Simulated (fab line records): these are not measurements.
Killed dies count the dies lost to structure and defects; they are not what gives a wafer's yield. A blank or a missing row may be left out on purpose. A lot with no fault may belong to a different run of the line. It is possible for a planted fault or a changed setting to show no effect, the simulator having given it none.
The tool behind it: which one? -- flow n5_finfet -- Sampling: 8 lots, 24 wafers, 6 of 1938 route steps

== WHAT THE GAUGES SHOWED, per wafer ==
N5_BEOL_M4_RC_MEAS_101. Usual: DIBL_N 36.4 mV/V, standard deviation 1.5; DIBL_P 36.6 mV/V, standard deviation 1.9; IOFF_N 0.155 nA/um, standard deviation 0.021; IOFF_P 0.211 nA/um, standard deviation 0.028; ION_N 671 uA/um, standard deviation 8.6; ION_P 462 uA/um, standard deviation 5.8; SS_N 71.5 mV/dec, standard deviation 0.5; SS_P 73.4 mV/dec, standard deviation 0.58; VT_N 250.1 mV, standard deviation 2.4; VT_P -250.1 mV, standard deviation 3.
lot,measured,on,DIBL_N (mV/V),DIBL_P (mV/V),IOFF_N (nA/um),IOFF_P (nA/um),ION_N (uA/um),ION_P (uA/um),SS_N (mV/dec),SS_P (mV/dec),VT_N (mV),VT_P (mV),flag
L745,day 9 15:51,prober-02,36.5 34.8 36.1,36.7 33.9 36.1,0.155 0.126 0.144,0.208 0.179 0.205,673 664 669,460 459 462,71.6 71.2 71.3,73.4 72.0 73.7,250.9 250.4 252.1,-250.0 -253.1 -252.4,
L758,day 12 16:26,prober-01,36.9 37.9 37.3,37.3 38.5 37.8,0.160 0.186 0.171,0.221 0.218 0.209,665 686 677,459 461 460,71.8 71.9 71.3,73.4 73.7 73.5,252.5 247.3 247.6,-247.9 -250.5 -250.5,
L759,day 12 20:07,prober-01,36.3 37.1 36.7,36.7 38.9 37.9,0.151 0.177 0.158,0.195 0.230 0.207,665 673 665,456 466 453,71.5 71.9 72.0,73.4 74.6 74.0,249.9 247.2 250.0,-251.6 -249.3 -247.9,
L760,day 13 15:49,prober-01,39.8 39.0 38.5,41.7 41.0 39.3,0.233 0.208 0.171,0.282 0.272 0.232,702 686 672,480 467 463,72.2 72.0 71.9,74.6 74.7 73.8,243.9 247.7 251.6,-246.3 -247.1 -249.3,
L762,day 13 20:34,prober-02,37.5 36.8 38.2,37.3 37.3 38.1,0.160 0.155 0.175,0.168 0.173 0.183,675 675 691,452 458 461,72.1 70.9 71.8,73.6 73.6 73.1,248.8 248.2 247.3,-257.4 -256.5 -256.1,

== WHAT TOOL EACH LOT RAN ON (gives the tool, then ch and the chambers of the sampled wafers, and finally the start) ==
lot,N5_DUMMY_GATE_TRIM_49,N5_DUMMY_GATE_ETCH_23,N5_DUMMY_GATE_STRIP_48,N5_SD_EPI_N_ETCH_35,N5_SD_EPI_N_ETCHBACK_44
L745,"rie_si-05 ch 0,1, day 4 11:29","rie_si-01 ch 2,3, day 4 11:58","rie_diel-02 ch 2,3, day 4 12:14","rie_diel-04 ch 0,3, day 4 14:37","rie_diel-04 ch 0,3, day 4 14:56"
L754,"rie_si-05 ch 0,1,3, day 6 16:44","rie_si-01 ch 1,2, day 6 17:13","rie_diel-03 ch 0,2, day 6 17:29","rie_diel-04 ch 1,3, day 6 19:28","rie_diel-04 ch 1,3, day 6 19:47"
L755,"rie_si-03 ch 1,3, day 7 01:43","rie_si-01 ch 0,3, day 7 02:23","rie_diel-05 ch 1,3, day 7 02:38","rie_diel-04 ch 1,3, day 7 03:53","rie_diel-04 ch 1,3, day 7 04:13"
L756,"rie_si-01 ch 0,1, day 7 04:30","rie_si-03 ch 0,1,2, day 7 04:59","rie_diel-05 ch 0,2,3, day 7 05:15","rie_diel-01 ch 2,3, day 7 06:31","rie_diel-01 ch 2,3, day 7 06:50"
L758,"rie_si-05 ch 0,2,3, day 7 17:25","rie_si-05 ch 0,1,2, day 7 17:57","rie_diel-02 ch 0,2,3, day 7 18:13","rie_diel-01 ch 0,2, day 7 19:28","rie_diel-01 ch 0,2, day 7 19:47"
L759,"rie_si-01 ch 0,2, day 7 22:09","rie_si-05 ch 1,2,3, day 7 22:55","rie_diel-03 ch 1,2,3, day 7 23:10","rie_diel-01 ch 0,2, day 8 00:34","rie_diel-01 ch 0,2, day 8 00:53"
L760,"rie_si-01 ch 0,2,3, day 8 05:20","rie_si-01 ch 1,2, day 8 05:49","rie_diel-05 ch 0,1,3, day 8 06:05","rie_diel-04 ch 0,2, day 8 08:00","rie_diel-04 ch 0,2, day 8 08:19"
L762,"rie_si-03 ch 1,2, day 8 16:19","rie_si-01 ch 1,2, day 8 16:47","rie_diel-05 ch 0,1,2, day 8 17:03","rie_diel-01 ch 0,1, day 8 18:40","rie_diel-01 ch 0,1, day 8 18:59"
- N5_DUMMY_GATE_TRIM_49: chemistry O2, time 29 s, target cd 14 nm.
- N5_DUMMY_GATE_ETCH_23: etches poly-Si in HBr/Cl2/O2, target depth 41 nm, time 22.3 s.
- N5_DUMMY_GATE_STRIP_48: strips in N2/H2, time 20 s.
- N5_SD_EPI_N_ETCH_35: etches SOC in N2/H2, overetch 108 nm, time 486 s.
- N5_SD_EPI_N_ETCHBACK_44: etches SiNx in CH3F/O2, stops on SiO2, target depth 14.5 nm.

== WHAT THE TOOLS THEMSELVES READ (means of the sampled wafers that have a number; where no wafer has one, the mark that the record gives instead) ==
N5_DUMMY_GATE_TRIM_49. Usual: drypump_motor_current_A 5.8 A, standard deviation 0.42; he_backside_leak_sccm 2.8 sccm, standard deviation 0.33; oes_product_au 1.002 a.u., standard deviation 0.014; throttle_valve_pct 8.16 %, standard deviation 0.18.
lot,tool,drypump_motor_current_A (A),he_backside_leak_sccm (sccm),oes_product_au (a.u.),throttle_valve_pct (%),flag
L745,rie_si-05,5.8,2.8,0.999,8.17,
L754,rie_si-05,6.1,3.1,0.994,8.12,
L755,rie_si-03,5.5,2.6,0.996,8.21,
L756,rie_si-01,5.4,2.8,0.997,8.17,
L758,rie_si-05,6.0,2.9,1.010,8.22,
L759,rie_si-01,5.9,2.7,1.025,8.12,
L760,rie_si-01,5.8,2.6,1.010,8.20,
L762,rie_si-03,5.5,2.9,1.001,8.16,

N5_DUMMY_GATE_ETCH_23. Usual: HBr_flow_sccm 150.0 sccm, standard deviation 0.45; O2_flow_sccm 12.00 sccm, standard deviation 0.035; drypump_motor_current_A 5.8 A, standard deviation 0.38; he_backside_leak_sccm 2.70 sccm, standard deviation 0.25; oes_product_au 0.999 a.u., standard deviation 0.02; throttle_valve_pct 37.19 %, standard deviation 0.27.
lot,tool,HBr_flow_sccm (sccm),O2_flow_sccm (sccm),drypump_motor_current_A (A),he_backside_leak_sccm (sccm),oes_product_au (a.u.),throttle_valve_pct (%),flag
L745,rie_si-01,150.4,12.01,5.9,2.60,1.008,37.17,
L754,rie_si-01,150.4,12.03,6.0,2.68,1.005,37.28,
L755,rie_si-01,150.1,12.02,5.5,2.75,1.000,37.07,
L756,rie_si-03,150.2,12.00,5.5,2.71,1.008,37.23,
L758,rie_si-05,150.2,12.03,5.7,2.70,0.999,37.09,
L759,rie_si-05,149.7,11.99,6.1,2.62,0.999,37.03,
L760,rie_si-01,150.4,11.99,5.8,2.70,0.984,37.39,
L762,rie_si-01,149.8,11.99,5.8,2.74,0.992,37.39,

N5_DUMMY_GATE_STRIP_48. Usual: drypump_motor_current_A 5.6 A, standard deviation 0.46; n2_flow_sccm 299.9 sccm, standard deviation 0.91; oes_product_au 0.77 a.u., standard deviation 0.08; rf_vpp_V 45.2 V, standard deviation 0.87; showerhead_plenum_p_Torr 3.38 Torr, standard deviation 0.1; throttle_valve_pct 12.20 %, standard deviation 0.26.
lot,tool,drypump_motor_current_A (A),n2_flow_sccm (sccm),oes_product_au (a.u.),rf_vpp_V (V),showerhead_plenum_p_Torr (Torr),throttle_valve_pct (%),flag
L745,rie_diel-02,5.6,300.0,0.77,45.6,3.46,12.19,
L754,rie_diel-03,5.1,300.7,0.73,45.3,3.45,12.40,
L755,rie_diel-05,5.2,299.1,0.73,45.8,3.41,12.25,
L756,rie_diel-05,6.1,299.6,0.72,44.9,3.27,12.49,
L758,rie_diel-02,5.6,300.6,0.82,46.0,3.48,12.03,
L759,rie_diel-03,5.3,299.4,0.83,44.7,3.40,12.05,
L760,rie_diel-05,5.7,299.6,0.72,45.7,3.35,12.39,
L762,rie_diel-05,5.9,299.4,0.69,44.7,3.34,12.48,

N5_SD_EPI_N_ETCH_35. Usual: bias_w 133.0 W, standard deviation 0.43; chamber_pressure_mTorr 19.998 mTorr, standard deviation 0.018; drypump_motor_current_A 5.7 A, standard deviation 0.5; n2_flow_sccm 200.0 sccm, standard deviation 0.6; oes_product_au 0.69 a.u., standard deviation 0.074; rf_vpp_V 240.7 V, standard deviation 1.4; showerhead_plenum_p_Torr 2.54 Torr, standard deviation 0.078; throttle_valve_pct 23.85 %, standard deviation 0.25.
lot,tool,bias_w (W),chamber_pressure_mTorr (mTorr),drypump_motor_current_A (A),n2_flow_sccm (sccm),oes_product_au (a.u.),rf_vpp_V (V),showerhead_plenum_p_Torr (Torr),throttle_valve_pct (%),flag
L745,rie_diel-04,133.5,19.987,5.7,200.0,0.67,239.6,2.46,23.76,
L754,rie_diel-04,-,-,-,-,-,-,-,-,OFF
L755,rie_diel-04,-,-,-,-,-,-,-,-,OFF
L756,rie_diel-01,-,-,-,-,-,-,-,-,OFF
L758,rie_diel-01,132.5,20.024,5.5,200.1,0.72,239.8,2.56,23.83,
L759,rie_diel-01,132.9,19.990,5.5,199.8,0.72,241.4,2.56,23.82,
L760,rie_diel-04,133.2,19.984,6.2,200.3,0.78,241.3,2.65,24.02,
L762,rie_diel-01,133.1,19.996,5.2,198.9,0.82,241.4,2.57,23.93,

N5_SD_EPI_N_ETCHBACK_44. Usual: drypump_motor_current_A 5.7 A, standard deviation 0.49; oes_ar_750_au 0.77 a.u., standard deviation 0.081; oes_product_au 0.66 a.u., standard deviation 0.07; rf_vpp_V 295.4 V, standard deviation 2.1; showerhead_plenum_p_Torr 2.00 Torr, standard deviation 0.059; throttle_valve_pct 16.39 %, standard deviation 0.24.
lot,tool,drypump_motor_current_A (A),oes_ar_750_au (a.u.),oes_product_au (a.u.),rf_vpp_V (V),showerhead_plenum_p_Torr (Torr),throttle_valve_pct (%),flag
L745,rie_diel-04,5.6,0.76,0.64,296.5,1.94,16.31,
L754,rie_diel-04,5.6,0.73,0.27,296.9,1.96,16.21,OFF
L755,rie_diel-04,5.6,0.74,0.28,297.5,1.93,16.15,OFF
L756,rie_diel-01,5.6,0.79,0.30,295.7,2.01,16.19,OFF
L758,rie_diel-01,5.4,0.81,0.69,296.9,2.02,16.33,
L759,rie_diel-01,5.4,0.80,0.68,296.2,2.02,16.34,
L760,rie_diel-04,6.2,0.87,0.74,296.1,2.09,16.44,
L762,rie_diel-01,5.1,0.92,0.78,295.0,2.02,16.32,

== THE ANSWER, worked out from the rows above alone ==
Rule: a lot counts as off when the mean over its wafers that have a number is more than 3 standard deviations away from the usual mean. A lot without any number at a reading at which 4 lots or more have one is off too. All remaining lots with rows at the step are treated as sound. The gauges are gone through in route order, then the tools' own readings, and for those a lot's mean is taken as printed above. The first step at which some lot is off is used, and at that step the reading that is off furthest; a lot without a number counts as furthest.
Off at N5_SD_EPI_N_ETCH_35 (bias_w): L754, L755, L756. Without a number there: L754, L755, L756.
If a tool, at that step or one of the process steps before it, ran each lot that is off and ran no sound lot following the first of them, it fits. Not one of the candidates tried fits.

== WHAT WAS PUT IN BY THE SIMULATOR ==
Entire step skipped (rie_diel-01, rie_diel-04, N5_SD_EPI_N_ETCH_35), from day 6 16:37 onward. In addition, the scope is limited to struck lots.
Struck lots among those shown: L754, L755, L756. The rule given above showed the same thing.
